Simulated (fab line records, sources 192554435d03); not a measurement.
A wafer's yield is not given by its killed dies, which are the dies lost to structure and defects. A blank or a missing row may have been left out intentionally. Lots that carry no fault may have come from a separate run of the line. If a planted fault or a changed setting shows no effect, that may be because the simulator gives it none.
Split-lot trial | flow n5 finfet | 39 wafers read from 7 lots, route of 1938 steps

THE SPLIT
At N5_PMOS_HMC_CHANNEL_EPI_DEVELOP_08 (develop time 30 s), the setting develop time s was moved away from the recipe's 30 s on 18 of the 39 wafers read, by -48.7% to +49.5%. This setting was run at the recipe's value on the other wafers.

Between the split and the reading, the file records no step.

THE READING
cd nm, in nm, at N5_PMOS_HMC_CHANNEL_EPI_CD_MEAS_09 (target cd 237.4 nm). On this fab line, fault-free wafers typically give 237.6 nm with a standard deviation of 0.94 nm.

wafer  | tool, chamber at the split | develop time s as run, s | against the recipe | cd nm, nm | against lot-mates on the recipe
L075.1 | litho track-05, 0          | 30                       | recipe             | 238.7     | -
L075.2 | litho track-05, 0          | 15.39                    | -48.7%             | 234.4     | -3.9
L075.3 | litho track-05, 0          | 30                       | recipe             | 239.1     | -
L075.4 | litho track-05, 0          | 15.39                    | -48.7%             | 235.0     | -3.3
L075.5 | litho track-05, 0          | 15.39                    | -48.7%             | 235.2     | -3.1
L075.6 | litho track-05, 0          | 30                       | recipe             | 237.2     | -
L076.1 | litho track-05, 0          | 34.69                    | +15.6%             | 240.0     | +1.4
L076.2 | litho track-05, 0          | 34.69                    | +15.6%             | 239.9     | +1.3
L076.3 | litho track-05, 0          | 30                       | recipe             | 238.5     | -
L076.4 | litho track-05, 0          | 30                       | recipe             | 238.8     | -
L076.5 | litho track-05, 0          | 34.69                    | +15.6%             | 238.8     | +0.2
L076.6 | litho track-05, 0          | 30                       | recipe             | 238.4     | -
L078.1 | litho track-01, 0          | 44.17                    | +47.2%             | 240.1     | +3.3
L078.2 | litho track-01, 0          | 30                       | recipe             | 236.3     | -
L078.3 | litho track-01, 0          | 44.17                    | +47.2%             | 239.2     | +2.4
L078.4 | litho track-01, 0          | 44.17                    | +47.2%             | 239.7     | +2.9
L078.5 | litho track-01, 0          | 30                       | recipe             | 236.8     | -
L078.6 | litho track-01, 0          | 30                       | recipe             | 237.2     | -
L082.1 | litho track-05, 0          | 30                       | recipe             | 237.6     | -
L082.2 | litho track-05, 0          | 36.17                    | +20.6%             | 238.6     | +1.2
L082.3 | litho track-05, 0          | 36.17                    | +20.6%             | 238.2     | +0.8
L082.4 | litho track-05, 0          | 36.17                    | +20.6%             | 237.4     | +0.0
L082.5 | litho track-05, 0          | 30                       | recipe             | 237.8     | -
L082.6 | litho track-05, 0          | 30                       | recipe             | 236.7     | -
L089.1 | litho track-04, 0          | 44.86                    | +49.5%             | 240.9     | +2.5
L089.2 | litho track-04, 0          | 30                       | recipe             | 238.7     | -
L089.3 | litho track-04, 0          | 44.86                    | +49.5%             | 241.2     | +2.8
L089.4 | litho track-04, 0          | 30                       | recipe             | 238.7     | -
L089.5 | litho track-04, 0          | 30                       | recipe             | 237.8     | -
L089.6 | litho track-04, 0          | 44.86                    | +49.5%             | 241.9     | +3.5
L092.1 | litho track-04, 0          | 30                       | recipe             | 238.3     | -
L092.3 | litho track-04, 0          | 30                       | recipe             | 238.3     | -
L092.5 | litho track-04, 0          | 30                       | recipe             | 238.8     | -
L093.1 | litho track-05, 0          | 30                       | recipe             | 239.3     | -
L093.2 | litho track-05, 0          | 25.46                    | -15.1%             | 237.0     | -0.8
L093.3 | litho track-05, 0          | 25.46                    | -15.1%             | 236.8     | -1.0
L093.4 | litho track-05, 0          | 30                       | recipe             | 237.6     | -
L093.5 | litho track-05, 0          | 25.46                    | -15.1%             | 237.2     | -0.6
L093.6 | litho track-05, 0          | 30                       | recipe             | 236.5     | -

THE FIT
A straight line over all 39 wafers: cd nm changes by +0.0561 nm for each +1% of develop time s; r = +0.85; the points scatter about the line by 0.87 nm.
The same after taking each lot's own level away (the mean of its wafers on the recipe; 39 wafers): +0.0627 nm for each +1%; r = +0.94; scatter 0.58 nm.
Per that fit: largest develop time s move, reading shift of 3.1 nm.
The span of the lots' own levels, 236.77 to 238.57 nm, comes to 1.9 times the standard deviation stated above.
Hence the slope depends on the lot-to-lot level, as the two fits are not the same.
Check: +3.09 nm against its lot-mates is what the line predicts for one of the wafers moved furthest among these (+49.5%) when that wafer is left out of the fit. It came out at +2.5 nm against them.

THE WHOLE CHAIN: every reading that the file lists as answering this split, in the file's order
step                               | what it does                                                           | reading                                                                     | change (the file's fit)                | r (the file's)
N5_PMOS_HMC_CHANNEL_EPI_CD_MEAS_09 | target cd 237.4 nm                                                     | cd nm                                                                       | +0.062 nm for each +1% of the setting  | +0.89
N5_PMOS_HMC_CHANNEL_EPI_DESCUM_14  | chemistry O2, time 7.9 s                                               | PMOS_HMC_CHANNEL_EPI.cd nm (the simulator's own value, which no gauge read) | +0.0625 nm for each +1% of the setting | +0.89
N5_PMOS_HMC_CHANNEL_EPI_ETCH_32    | etches BARC in N2/H2, stops on SiO2, target depth 85.8 nm, time 50.3 s | PMOS_HMC_CHANNEL_EPI.cd nm (the simulator's own value, which no gauge read) | +0.0615 nm for each +1% of the setting | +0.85

FILE'S OWN FIT
cd nm changes by +0.062 nm for each +1% of develop time s, r = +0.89.
